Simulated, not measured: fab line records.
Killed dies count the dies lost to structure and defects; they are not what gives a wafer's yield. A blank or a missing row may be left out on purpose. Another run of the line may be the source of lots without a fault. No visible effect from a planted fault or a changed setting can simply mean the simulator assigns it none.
Which of the tools did it? + flow nand_harc + Sampling: 12 lots, 36 wafers, 6 of 1302 route steps

## WHAT EACH GAUGE READ, for each wafer
NHARC_A_CONTACT_OVL_MEAS_09.
| lot  | measured     | on         | overlay_x_nm (nm) | overlay_y_nm (nm) |
|------|--------------|------------|-------------------|-------------------|
| L838 | day 23 04:00 | overlay-02 | -1.3 -0.8 -1.2    | -0.5 -0.5 0.5     |
| L840 | day 23 15:28 | overlay-02 | -1.9 -1.1 -1.0    | -0.4 -0.9 -0.5    |
| L842 | day 25 02:41 | overlay-01 | -0.4 -0.2 -0.2    | 0.4 0.2 0.2       |
| L843 | day 25 07:40 | overlay-02 | 0.2 0.7 0.8       | -0.8 -0.7 -0.4    |
| L847 | day 27 17:51 | overlay-02 | -0.3 0.2 -0.2     | -0.2 0.3 -0.2     |
| L849 | day 28 07:32 | overlay-01 | 0.8 1.4 0.8       | 1.1 1.3 0.8       |
| L855 | day 29 11:38 | overlay-02 | -0.1 0.4 -0.2     | 0.3 0.2 -0.3      |
| L854 | day 29 19:46 | overlay-02 | -0.3 -0.7 -0.2    | -0.3 -0.5 -0.4    |
| L856 | day 30 16:11 | overlay-01 | 0.0 -0.3 -0.3     | -0.5 0.3 -0.4     |
| L857 | day 31 05:32 | overlay-01 | 0.4 -0.1 0.5      | -1.3 0.2 -1.1     |
| L858 | day 31 09:25 | overlay-01 | 0.3 -0.6 0.6      | 0.0 -0.3 -0.5     |
| L859 | day 31 13:33 | overlay-02 | 0.5 0.4 0.9       | -1.0 -0.9 -1.1    |

NHARC_A_CONTACT_INSPECT_10.
| lot  | measured     | on                | raw_defect_count |
|------|--------------|-------------------|------------------|
| L838 | day 23 04:02 | defect_inspect-02 | 33 19 14         |
| L840 | day 23 15:30 | defect_inspect-02 | 96 113 115       |
| L842 | day 25 02:43 | defect_inspect-01 | 181 185 149      |
| L843 | day 25 07:41 | defect_inspect-02 | 68 87 85         |
| L847 | day 27 17:53 | defect_inspect-01 | 536 536 573      |
| L849 | day 28 07:34 | defect_inspect-02 | 543 496 534      |
| L855 | day 29 11:41 | defect_inspect-01 | 155 158 153      |
| L854 | day 29 19:48 | defect_inspect-01 | 42 46 43         |
| L856 | day 30 16:13 | defect_inspect-01 | 119 138 118      |
| L857 | day 31 05:35 | defect_inspect-01 | 45 43 40         |
| L858 | day 31 09:28 | defect_inspect-02 | 62 57 69         |
| L859 | day 31 13:35 | defect_inspect-01 | 141 141 144      |

NHARC_END_SORT_01.
| lot  | measured     | on        | killed_at_array | killed_at_other | killed_at_periphery | killed_dies | killed_open | killed_short |
|------|--------------|-----------|-----------------|-----------------|---------------------|-------------|-------------|--------------|
| L847 | day 29 22:32 | prober-01 | 96 98 97        | 1 0 2           | 2 4 1               | 99 102 100  | 3 1 3       | 0 1 1        |
| L849 | day 30 10:09 | prober-01 | 65 76 68        | 1 0 2           | 6 5 4               | 72 81 74    | 4 3 9       | 2 1 0        |

## WHAT TOOL EACH LOT RAN ON (gives the tool, then ch and the chambers of the sampled wafers, and finally the start)
| lot  | NHARC_A_CONTACT_ETCH_133             | NHARC_A_CONTACT_DEP_84        | NHARC_A_CONTACT_ETCH_88            |
|------|--------------------------------------|-------------------------------|------------------------------------|
| L838 | har_cap_etch-02 ch 0,1, day 22 23:29 | acl_dep-02 ch 0, day 23 01:39 | rie_diel-03 ch 0,1, day 23 04:11   |
| L840 | har_cap_etch-01 ch 0,1, day 23 10:37 | acl_dep-03 ch 0, day 23 13:09 | rie_diel-03 ch 0,2, day 23 15:38   |
| L842 | har_cap_etch-01 ch 0,1, day 24 22:17 | acl_dep-01 ch 0, day 25 00:59 | rie_diel-03 ch 0,1,3, day 25 02:52 |
| L843 | har_cap_etch-02 ch 0,1, day 25 03:10 | acl_dep-02 ch 0, day 25 05:07 | rie_diel-03 ch 0,2,3, day 25 07:52 |
| L847 | har_cap_etch-03 ch 0,1, day 27 12:14 | acl_dep-02 ch 0, day 27 15:25 | rie_diel-05 ch 0,1,3, day 27 18:02 |
| L849 | har_cap_etch-02 ch 0,1, day 27 23:34 | acl_dep-02 ch 0, day 28 05:31 | rie_diel-03 ch 0,2, day 28 07:43   |
| L855 | har_cap_etch-02 ch 0,1, day 29 07:08 | acl_dep-01 ch 0, day 29 09:22 | rie_diel-03 ch 1,2,3, day 29 11:50 |
| L854 | har_cap_etch-02 ch 0,1, day 29 15:22 | acl_dep-03 ch 0, day 29 17:36 | rie_diel-03 ch 2,3, day 29 19:57   |
| L856 | har_cap_etch-01 ch 0,1, day 30 08:10 | acl_dep-02 ch 0, day 30 14:13 | rie_diel-13 ch 0,2, day 30 16:22   |
| L857 | har_cap_etch-02 ch 0,1, day 30 23:32 | acl_dep-02 ch 0, day 31 03:16 | rie_diel-03 ch 0,1, day 31 05:51   |
| L858 | har_cap_etch-01 ch 0,1, day 31 04:25 | acl_dep-03 ch 0, day 31 07:25 | rie_diel-03 ch 0,1, day 31 09:37   |
| L859 | har_cap_etch-03 ch 0,1, day 31 07:47 | acl_dep-02 ch 0, day 31 11:23 | rie_diel-13 ch 0,2, day 31 13:44   |
- NHARC_A_CONTACT_ETCH_133: etches the open film in C4F8/O2/Ar, time 374 s, target depth 1610 nm.
- NHARC_A_CONTACT_DEP_84: deposits aC, target thk 2800 nm.
- NHARC_A_CONTACT_ETCH_88: etches the open film in CF4, target depth 39 nm, time 65 s.

## WHAT THE TOOLS THEMSELVES READ (means of the sampled wafers that have a number; where no wafer has one, the mark that the record gives instead)
NHARC_A_CONTACT_DEP_84.
| lot  | tool       | throttle_valve_pct (%) |
|------|------------|------------------------|
| L838 | acl_dep-02 | 35.001                 |
| L840 | acl_dep-03 | 35.002                 |
| L842 | acl_dep-01 | 35.002                 |
| L843 | acl_dep-02 | 34.995                 |
| L847 | acl_dep-02 | 34.996                 |
| L849 | acl_dep-02 | 34.993                 |
| L855 | acl_dep-01 | 34.999                 |
| L854 | acl_dep-03 | 34.995                 |
| L856 | acl_dep-02 | 34.999                 |
| L857 | acl_dep-02 | 35.003                 |
| L858 | acl_dep-03 | 35.002                 |
| L859 | acl_dep-02 | 34.999                 |

NHARC_A_CONTACT_ETCH_88.
| lot  | tool        | drypump_motor_current_A (A) | oes_product_au (a.u.) | rf_vpp_V (V) | showerhead_plenum_p_Torr (Torr) | throttle_valve_pct (%) |
|------|-------------|-----------------------------|-----------------------|--------------|---------------------------------|------------------------|
| L838 | rie_diel-03 | 5.3                         | 1.000                 | 150.9        | 1.71                            | 13.279                 |
| L840 | rie_diel-03 | 5.6                         | 0.995                 | 150.2        | 1.69                            | 13.299                 |
| L842 | rie_diel-03 | 5.5                         | 1.011                 | 150.6        | 1.73                            | 13.282                 |
| L843 | rie_diel-03 | 5.8                         | 0.999                 | 150.5        | 1.70                            | 13.286                 |
| L847 | rie_diel-05 | 5.3                         | 1.008                 | 150.2        | 1.72                            | 13.293                 |
| L849 | rie_diel-03 | 5.9                         | 1.000                 | 152.3        | 1.82                            | 13.283                 |
| L855 | rie_diel-03 | 5.8                         | 1.006                 | 151.3        | 1.77                            | 13.277                 |
| L854 | rie_diel-03 | 6.0                         | 1.005                 | 151.3        | 1.72                            | 13.286                 |
| L856 | rie_diel-13 | 6.0                         | 0.994                 | 150.3        | 1.69                            | 13.284                 |
| L857 | rie_diel-03 | 5.3                         | 1.001                 | 154.1        | 1.88                            | 13.280                 |
| L858 | rie_diel-03 | 5.3                         | 1.005                 | 152.3        | 1.88                            | 13.292                 |
| L859 | rie_diel-13 | 5.6                         | 0.987                 | 150.5        | 1.70                            | 13.290                 |

## THE ANSWER, worked out from the rows above alone
Rule: the lots themselves supply what counts as usual. The widest of any qualifying gaps counts: lots, ordered by their means at a reading, are off when they make up no more than a third of the lots, leave a main group of 4 or more, and stand apart from it by 3 or more times the standard deviation of that group's means. Not used: any main group whose means are identical at the precision the tables above print for the reading. Also off: a lot with no number at a reading for which 4 or more lots have one. All remaining lots with rows at the step are treated as sound. Order of review: gauges by route order, followed by the tools' own readings, for which a lot's mean as printed above is used. The first step at which some lot is off is used, and at that step the reading that is off furthest; a lot without a number counts as furthest.
Off at NHARC_A_CONTACT_INSPECT_10 (raw_defect_count): L847, L849. The main group: mean 95, standard deviation 50.
A tool fits if, at a process step before that reading, it ran every lot that is off, and no sound lot after the first of them. Those tools and the gauges at NHARC_A_CONTACT_INSPECT_10 are tried in the same way. Of those tried, none fits.

## WHAT THE SIMULATOR PUT IN
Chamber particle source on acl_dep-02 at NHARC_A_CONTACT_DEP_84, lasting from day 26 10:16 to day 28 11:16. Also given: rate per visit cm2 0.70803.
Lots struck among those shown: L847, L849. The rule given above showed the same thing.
